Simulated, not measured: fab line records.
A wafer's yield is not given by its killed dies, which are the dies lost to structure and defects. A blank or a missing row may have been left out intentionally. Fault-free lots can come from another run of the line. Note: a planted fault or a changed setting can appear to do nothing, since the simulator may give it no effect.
Which of the tools did it? | flow n5-finfet | 6 lots, 18 wafers sampled, at 1 step of a route of 1938

## WHAT THE GAUGES SHOWED, per wafer
N5_START_INSPECT_01: inspects for defects (unpatterned scan).
lot  | measured    | on                | raw-defect-count
L885 | day 2 00:02 | defect-inspect-02 | 4 6 7
L888 | day 2 18:02 | defect-inspect-02 | 10 4 4
L890 | day 3 06:02 | defect-inspect-02 | 12 8 7
L901 | day 6 00:02 | defect-inspect-02 | 6 6 8
L903 | day 6 12:02 | defect-inspect-02 | 6 4 5
L905 | day 7 00:02 | defect-inspect-02 | 5 4 4

## WHAT TOOL EACH LOT RAN ON (gives the tool, then ch and the chambers of the sampled wafers, and finally the start)
The record shows no process step preceding these readings.

## THE ANSWER, worked out from the rows above alone
Rule: usual is defined by the lots themselves. The widest of any qualifying gaps counts: lots, ordered by their means at a reading, are off when they make up no more than a third of the lots, leave a main group of 4 or more, and stand apart from it by 3 or more times the standard deviation of that group's means. If all means in a main group match to the digits the tables above print for the reading, that group is not used. Also off: a lot with no number at a reading for which 4 or more lots have one. Any other lot the step has rows for is counted as sound.
Across all readings shown, no lot is off: no conclusion can be drawn from this.

## WHAT THE SIMULATOR HAD PUT IN
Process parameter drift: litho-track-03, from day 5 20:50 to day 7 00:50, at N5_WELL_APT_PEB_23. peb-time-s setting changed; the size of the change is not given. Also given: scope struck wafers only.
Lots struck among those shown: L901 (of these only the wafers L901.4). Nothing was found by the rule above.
